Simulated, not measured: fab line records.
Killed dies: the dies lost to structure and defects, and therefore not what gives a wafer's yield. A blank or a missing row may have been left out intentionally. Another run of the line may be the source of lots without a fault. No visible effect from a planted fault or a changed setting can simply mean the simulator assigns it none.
Chamber matching / flow nandHarc / 4 sister chambers for NHARC_A_CONTACT_DESCUM_47 on rieDiel-01
The step chemistry O2, time 3 s. 4 wafers are shown with their chamber, then 11 later ones without.

## WAFERS PAIRED WITH THEIR CHAMBERS
wafer=L078.4; chamber=2; drypumpMotorCurrentA (A)=5.7
wafer=L082.5; chamber=3; drypumpMotorCurrentA (A)=5.4
wafer=L088.4; chamber=1; drypumpMotorCurrentA (A)=6.4
wafer=L089.1; chamber=0; drypumpMotorCurrentA (A)=5.0

## WAFERS MISSING THEIR CHAMBER
wafer=L089.3; drypumpMotorCurrentA (A)=6.4
wafer=L089.6; drypumpMotorCurrentA (A)=5.4
wafer=L093.1; drypumpMotorCurrentA (A)=5.0
wafer=L093.3; drypumpMotorCurrentA (A)=5.7
wafer=L093.4; drypumpMotorCurrentA (A)=6.4
wafer=L096.2; drypumpMotorCurrentA (A)=6.4
wafer=L096.4; drypumpMotorCurrentA (A)=5.4
wafer=L096.6; drypumpMotorCurrentA (A)=6.4
wafer=L095.1; drypumpMotorCurrentA (A)=5.7
wafer=L095.2; drypumpMotorCurrentA (A)=5.4
wafer=L095.3; drypumpMotorCurrentA (A)=6.3

## EACH ONE'S CHAMBER
wafer=L089.3; from the rows above=1; in truth=1
wafer=L089.6; from the rows above=3; in truth=3
wafer=L093.1; from the rows above=0; in truth=0
wafer=L093.3; from the rows above=2; in truth=2
wafer=L093.4; from the rows above=1; in truth=1
wafer=L096.2; from the rows above=1; in truth=1
wafer=L096.4; from the rows above=3; in truth=3
wafer=L096.6; from the rows above=1; in truth=1
wafer=L095.1; from the rows above=2; in truth=2
wafer=L095.2; from the rows above=3; in truth=3
wafer=L095.3; from the rows above=1; in truth=1
Placed correctly: 11 of 11. Not placeable from these rows: 0. 0 placed wrongly.
How it was worked out, from the rows above alone: a wafer's distance from a chamber is the root of the sum, over the readings, of the square of ((its reading less the chamber's mean) divided by the reading's scatter). If the next closest chamber is less than 2 further off than the closest, the wafer can't be placed; otherwise it belongs to the closest. A chamber's mean is the mean of its shown wafers. The scatter (one wafer shown for each chamber): square how far every hidden wafer sits from the nearest shown wafer, average those squares and take the square root.
